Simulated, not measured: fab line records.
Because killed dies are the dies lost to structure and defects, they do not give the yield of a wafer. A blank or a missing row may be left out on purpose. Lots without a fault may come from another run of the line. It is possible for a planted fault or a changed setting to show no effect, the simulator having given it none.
2 desks, one fault + flow n5 finfet + what lay behind the numbers comes last; until then each desk has only its own

AT THE METROLOGY DESK
What the gauges read, lot by lot, whatever tool the lot ran on: means of the sampled wafers that have a number. If a lot's mean is further than 4 standard deviations from the usual mean, the lot is out of limits and carries the mark OUT (the distance appears in the brackets). Only the readings that lie furthest out on some lot appear, 7 of the 10 it has.
Columns: A = DIBL_P at N5_BEOL_M4_RC_MEAS_101, usual 37.4 mV/V; B = IOFF_N at N5_BEOL_M4_RC_MEAS_101, usual 0.18 nA/um; C = IOFF_P at N5_BEOL_M4_RC_MEAS_101, usual 0.23 nA/um; D = SS_N at N5_BEOL_M4_RC_MEAS_101, usual 71.7 mV/dec; E = SS_P at N5_BEOL_M4_RC_MEAS_101, usual 73.5 mV/dec; F = VT_N at N5_BEOL_M4_RC_MEAS_101, usual 249 mV; G = VT_P at N5_BEOL_M4_RC_MEAS_101, usual -250 mV
| lot  | first seen here | A    | B    | C    | D    | E    | F   | G    |
|------|-----------------|------|------|------|------|------|-----|------|
| L648 | day 8 05:15     | 39.1 | 0.18 | 0.23 | 72.1 | 73.8 | 249 | -251 |
| L649 | day 8 13:13     | 40.8 | 0.23 | 0.30 | 72.6 | 74.4 | 247 | -246 |
| L652 | day 9 09:02     | 36.6 | 0.17 | 0.25 | 71.7 | 73.3 | 248 | -247 |
| L653 | day 9 10:56     | 35.5 | 0.15 | 0.20 | 70.6 | 72.9 | 249 | -249 |
| L654 | day 9 17:19     | 37.6 | 0.20 | 0.30 | 71.6 | 73.7 | 247 | -244 |
| L655 | day 10 00:15    | 37.6 | 0.20 | 0.28 | 72.1 | 73.6 | 245 | -246 |
| L665 | day 12 14:08    | 40.6 | 0.25 | 0.32 | 72.7 | 74.6 | 243 | -245 |
| L669 | day 13 12:54    | 38.7 | 0.19 | 0.22 | 71.9 | 73.4 | 246 | -251 |
| L668 | day 13 16:04    | 34.9 | 0.13 | 0.16 | 71.0 | 73.0 | 253 | -257 |
Finding of this desk: none of the 9 lots has anything out of limits.

DESK OF THE TOOL OWNER: rie diel-06
The tool's own readings at N5_BEOL_M0_SAQP_ETCH_101 (etches SiNx in CH3F/O2, target depth 29.9 nm, time 42.7 s): means of the sampled wafers that have a number, for each lot that ran on this tool. If a lot's mean is further than 4 standard deviations from the usual mean, the lot is out of limits and carries the mark OUT (the distance appears in the brackets).
Columns: A = drypump motor current A at N5_BEOL_M0_SAQP_ETCH_101, usual 5.5 A; B = oes_ar_750_au at N5_BEOL_M0_SAQP_ETCH_101, usual 0.80 a.u.; C = oes product au at N5_BEOL_M0_SAQP_ETCH_101, usual 0.79 a.u.; D = rf vpp V at N5_BEOL_M0_SAQP_ETCH_101, usual 291 V; E = showerhead plenum p Torr at N5_BEOL_M0_SAQP_ETCH_101, usual 2.01 Torr; F = throttle valve pct at N5_BEOL_M0_SAQP_ETCH_101, usual 16.28 %
| lot  | first seen here | A   | B    | C    | D   | E    | F     |
|------|-----------------|-----|------|------|-----|------|-------|
| L648 | day 6 05:32     | 5.2 | 0.80 | 0.79 | 287 | 2.06 | 16.26 |
| L649 | day 6 09:53     | 5.2 | 0.80 | 0.80 | 288 | 2.06 | 16.26 |
| L652 | day 7 03:24     | 5.4 | 0.83 | 0.82 | 288 | 1.95 | 16.19 |
| L653 | day 7 07:29     | 5.3 | 0.84 | 0.95 | 290 | 2.04 | 16.25 |
| L654 | day 7 14:19     | 5.7 | 0.82 | 0.97 | 286 | 1.98 | 16.16 |
| L655 | day 7 20:00     | 5.6 | 0.90 | 1.08 | 296 | 2.07 | 16.14 |
Finding of this desk: none of the 6 lots has anything out of limits.

ALL TOGETHER
The metrology desk saw nothing out of limits.
The tool owner's desk saw nothing out of limits.

WHAT HAD BEEN PUT IN BY THE SIMULATOR
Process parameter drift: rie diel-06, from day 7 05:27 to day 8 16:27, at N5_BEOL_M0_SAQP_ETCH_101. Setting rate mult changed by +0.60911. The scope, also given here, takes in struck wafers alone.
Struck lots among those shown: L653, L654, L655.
